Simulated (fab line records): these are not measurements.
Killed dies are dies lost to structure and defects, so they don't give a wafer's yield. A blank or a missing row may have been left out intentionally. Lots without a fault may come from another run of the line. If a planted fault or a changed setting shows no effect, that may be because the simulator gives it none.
One fault through the eyes of 3 desks    flow n5Finfet    each desk has only its own numbers; what lay behind them comes last
Where a reading is given only as a bound, like >300, the bound stands for it, and a mean or a difference that rests on one is marked > or <: the true number lies beyond.

## METROLOGY DESK
What the gauges read for every lot (on any tool): the sampled wafers with a number, averaged. If a lot's mean is further than 4 standard deviations from the usual mean, the lot is out of limits and carries the mark OUT (the distance appears in the brackets). It has 12 readings; the 7 that lie furthest out on some lot are the ones shown.
Columns: A = DIBL_N at N5_BEOL_M4_RC_MEAS_101, usual 36.4 mV/V; B = DIBL_P at N5_BEOL_M4_RC_MEAS_101, usual 36.1 mV/V; C = IOFF_N at N5_BEOL_M4_RC_MEAS_101, usual 0.16 nA/um; D = IOFF_P at N5_BEOL_M4_RC_MEAS_101, usual 0.20 nA/um; E = SS_N at N5_BEOL_M4_RC_MEAS_101, usual 71.6 mV/dec; F = SS_P at N5_BEOL_M4_RC_MEAS_101, usual 73.3 mV/dec; G = VT_P at N5_BEOL_M4_RC_MEAS_101, usual -251 mV
lot   first seen here  A     B     C     D     E     F     G
L333  day 5 14:52      40.6  41.9  0.22  0.26  72.6  74.2  -250
L335  day 6 04:45      34.3  34.3  0.13  0.17  71.6  72.4  -253
L337  day 6 12:59      36.6  36.4  0.16  0.19  71.5  73.2  -253
L342  day 7 15:56      34.9  34.1  0.14  0.16  71.2  72.3  -254
L344  day 8 09:25      37.5  36.2  0.18  0.22  72.1  74.1  -251
L345  day 8 14:44      36.8  36.7  0.16  0.20  72.1  73.7  -253
L351  day 10 01:00     35.7  36.1  0.15  0.19  71.4  73.0  -253
L352  day 10 05:30     35.7  35.4  0.15  0.20  72.2  72.7  -250
L353  day 10 18:34     36.1  36.6  0.14  0.18  71.3  73.6  -255
Result from this desk: across the 9 lots, nothing is out of limits.

## THE DEFECT DESK
For each lot, the counts of the inspections along the route, averaged over the sampled wafers that have a number. If a lot's mean is further than 4 standard deviations from the usual mean, the lot is out of limits and carries the mark OUT (the distance appears in the brackets).
Columns: A = rawDefectCount at N5_BEOL_M0_SAQP_INSPECT_16, usual 492; B = rawDefectCount at N5_BEOL_M0_SAQP_INSPECT_42, usual 311; C = rawDefectCount at N5_BEOL_M0_CUTY_INSPECT_59, usual 2.0
lot   first seen here  A                B               C
L333  day 5 22:20      423              280             1.3
L335  day 6 10:10      597              369             1.7
L337  day 6 18:33      366              274             0.3
L342  day 8 00:58      470              278             1.0
L344  day 8 18:01      1429 (+7.2) OUT  1287 (+12) OUT  >300 (+99 or more) OUT
L345  day 8 23:37      1476 (+7.6) OUT  1312 (+12) OUT  >300 (+99 or more) OUT
L351  day 10 08:47     460              381             1.3
L352  day 10 10:44     542              368             1.0
L353  day 11 00:19     461              266             2.7
Finding of this desk: L344, L345 out of limits; the first was L344 at day 8 18:01, on rawDefectCount at N5_BEOL_M0_SAQP_INSPECT_16. Within limits: L333, L335, L337, L342, L351, L352, L353.

## AT THE TOOL OWNER'S DESK: pecvd-01
The tool's own readings at N5_BEOL_M0_SAQP_PECVD_03 (deposits SiCN from 3MS/NH3, target thk 12 nm, time 21.1 s): means of the sampled wafers that have a number, for each lot that ran on this tool. If a lot's mean is further than 4 standard deviations from the usual mean, the lot is out of limits and carries the mark OUT (the distance appears in the brackets).
Columns: A = showerheadPlenumPTorr at N5_BEOL_M0_SAQP_PECVD_03, usual 3.669 Torr; B = throttleValvePct at N5_BEOL_M0_SAQP_PECVD_03, usual 9.0 %
lot   first seen here  A      B
L337  day 6 17:56      3.670  8.8
L342  day 8 00:13      3.661  8.7
L344  day 8 17:23      3.669  8.7
L345  day 8 22:52      3.669  8.8
Result from this desk: across the 4 lots, nothing is out of limits.

## BROUGHT TOGETHER
The defect desk could have raised an alarm at day 8 18:01, on L344, L345.
Metrology desk: nothing out of limits seen.
The desk of the tool owner found nothing out of limits.
The metrology desk has L344, L345 on record, within its limits.
The tool owner's desk has L344, L345 on record, within its limits.
On pecvd-01, each named lot ran N5_BEOL_M0_SAQP_PECVD_03.

## WHAT THE SIMULATOR HAD PUT IN
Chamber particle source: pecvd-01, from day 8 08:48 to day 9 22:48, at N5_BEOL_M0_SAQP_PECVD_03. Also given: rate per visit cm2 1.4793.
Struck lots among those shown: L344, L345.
Hours from the fault's start to each desk's first reading out of limits: the defect desk, 9.
